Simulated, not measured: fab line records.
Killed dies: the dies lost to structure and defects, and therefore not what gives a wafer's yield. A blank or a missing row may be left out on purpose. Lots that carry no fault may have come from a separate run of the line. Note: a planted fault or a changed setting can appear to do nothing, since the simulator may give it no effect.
What tool caused it? || flow nand harc || 36 wafers from 12 lots sampled at 2 of the route's 1302 steps

## WHAT EACH GAUGE READ, for each wafer
NHARC_A_CONTACT_CD_MEAS_53.
{"lot": "L074", "measured": "day 21 23:46", "on": "cd sem-03", "cd nm (nm)": "290.3 290.6 290.3"}
{"lot": "L078", "measured": "day 22 23:34", "on": "cd sem-03", "cd nm (nm)": "289.7 290.5 289.1"}
{"lot": "L080", "measured": "day 23 15:59", "on": "cd sem-01", "cd nm (nm)": "291.0 289.3 290.4"}
{"lot": "L081", "measured": "day 24 07:20", "on": "cd sem-03", "cd nm (nm)": "289.0 289.5 290.4"}
{"lot": "L083", "measured": "day 25 20:29", "on": "cd sem-01", "cd nm (nm)": "288.8 289.4 288.9"}
{"lot": "L086", "measured": "day 26 02:20", "on": "cd sem-02", "cd nm (nm)": "290.0 290.2 290.3"}
{"lot": "L088", "measured": "day 27 04:17", "on": "cd sem-03", "cd nm (nm)": "288.0 290.3 289.5"}
{"lot": "L089", "measured": "day 27 10:35", "on": "cd sem-03", "cd nm (nm)": "290.2 289.0 288.9"}
{"lot": "L091", "measured": "day 28 08:19", "on": "cd sem-01", "cd nm (nm)": "290.4 291.4 289.9"}
{"lot": "L092", "measured": "day 29 11:09", "on": "cd sem-01", "cd nm (nm)": "290.1 290.4 290.5"}
{"lot": "L096", "measured": "day 30 07:22", "on": "cd sem-02", "cd nm (nm)": "290.8 290.7 290.7"}
{"lot": "L097", "measured": "day 31 15:01", "on": "cd sem-01", "cd nm (nm)": "290.7 291.5 290.4"}

## WHAT TOOL EACH LOT RAN ON (gives the tool, then ch and the chambers of the sampled wafers, and finally the start)
{"lot": "L074", "NHARC_A_CONTACT_ETCH_123": "har cap etch-03 ch 0,1, day 21 22:32"}
{"lot": "L078", "NHARC_A_CONTACT_ETCH_123": "har cap etch-03 ch 0,1, day 22 22:32"}
{"lot": "L080", "NHARC_A_CONTACT_ETCH_123": "har cap etch-01 ch 0,1, day 23 14:52"}
{"lot": "L081", "NHARC_A_CONTACT_ETCH_123": "har cap etch-02 ch 1, day 24 06:12"}
{"lot": "L083", "NHARC_A_CONTACT_ETCH_123": "har cap etch-01 ch 0,1, day 25 19:22"}
{"lot": "L086", "NHARC_A_CONTACT_ETCH_123": "har cap etch-02 ch 0,1, day 26 01:08"}
{"lot": "L088", "NHARC_A_CONTACT_ETCH_123": "har cap etch-01 ch 0,1, day 27 03:10"}
{"lot": "L089", "NHARC_A_CONTACT_ETCH_123": "har cap etch-01 ch 0,1, day 27 09:34"}
{"lot": "L091", "NHARC_A_CONTACT_ETCH_123": "har cap etch-03 ch 0,1, day 28 07:23"}
{"lot": "L092", "NHARC_A_CONTACT_ETCH_123": "har cap etch-03 ch 0,1, day 29 09:58"}
{"lot": "L096", "NHARC_A_CONTACT_ETCH_123": "har cap etch-03 ch 0, day 30 06:10"}
{"lot": "L097", "NHARC_A_CONTACT_ETCH_123": "har cap etch-01 ch 0,1, day 31 13:55"}
- NHARC_A_CONTACT_ETCH_123: etches the open film in C4F8/O2/Ar, time 490 s, target depth 2110 nm.

## THE ANSWER, worked out from the rows above alone
Rule: what is usual is taken from the lots themselves. Put in order of their means at a reading, lots are off if they are a third of the lots or fewer, leave a main group of 4 or more, and stand apart from it by a gap of 3 or more times the standard deviation of the main group's means; of several such gaps the widest counts. If all means in a main group match to the digits the tables above print for the reading, that group is not used. A lot without any number at a reading at which 4 lots or more have one is off too. Any other lot the step has rows for is counted as sound.
No lot is off at any reading shown: from this, nothing can be told.

## WHAT THE SIMULATOR HAD INSERTED
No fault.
